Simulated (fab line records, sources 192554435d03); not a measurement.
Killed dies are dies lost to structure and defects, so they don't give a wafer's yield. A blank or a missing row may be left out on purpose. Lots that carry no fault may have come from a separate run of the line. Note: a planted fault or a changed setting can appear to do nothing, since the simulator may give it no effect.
The tool behind it: which one? :: flow n5Finfet :: 30 wafers sampled from 10 lots at 1 step of a route of 1938

WHAT EACH GAUGE READ, for each wafer
N5_BEOL_M15_CD_MEAS_28: target cd 407.6 nm.
lot: L746
measured: day 11 04:23
on: cdSem-03
cdNm (nm): 405.2 404.8 405.1

lot: L747
measured: day 11 17:59
on: cdSem-02
cdNm (nm): 403.7 404.7 402.6

lot: L749
measured: day 11 23:37
on: cdSem-03
cdNm (nm): 409.1 408.2 408.4

lot: L750
measured: day 12 00:32
on: cdSem-01
cdNm (nm): 403.4 404.8 405.5

lot: L757
measured: day 14 04:05
on: cdSem-01
cdNm (nm): 405.6 406.7 403.8

lot: L758
measured: day 14 18:28
on: cdSem-02
cdNm (nm): 409.0 406.9 407.7

lot: L765
measured: day 16 02:16
on: cdSem-02
cdNm (nm): 406.5 405.7 406.8

lot: L767
measured: day 16 23:50
on: cdSem-01
cdNm (nm): 408.6 407.2 409.3

lot: L769
measured: day 17 06:58
on: cdSem-03
cdNm (nm): 407.6 407.0 407.2

lot: L768
measured: day 17 12:59
on: cdSem-02
cdNm (nm): 408.5 407.7 407.3

WHICH TOOL RAN EACH LOT (tool, then ch and the chambers of the sampled wafers, then the start)
There is no process step in the record ahead of these readings.

THE ANSWER, worked out from the rows above alone
Rule: the usual values come from the lots themselves. Put in order of their means at a reading, lots are off if they are a third of the lots or fewer, leave a main group of 4 or more, and stand apart from it by a gap of 3 or more times the standard deviation of the main group's means; of several such gaps the widest counts. A main group whose means are all the same, to the digits that the tables above print for the reading, isn't used. A lot without any number at a reading at which 4 lots or more have one is off too. Where the step has rows for the other lots, those lots are counted as sound.
Nothing can be told from this: no lot is off at any reading shown.

WHAT THE SIMULATOR HAD INSERTED
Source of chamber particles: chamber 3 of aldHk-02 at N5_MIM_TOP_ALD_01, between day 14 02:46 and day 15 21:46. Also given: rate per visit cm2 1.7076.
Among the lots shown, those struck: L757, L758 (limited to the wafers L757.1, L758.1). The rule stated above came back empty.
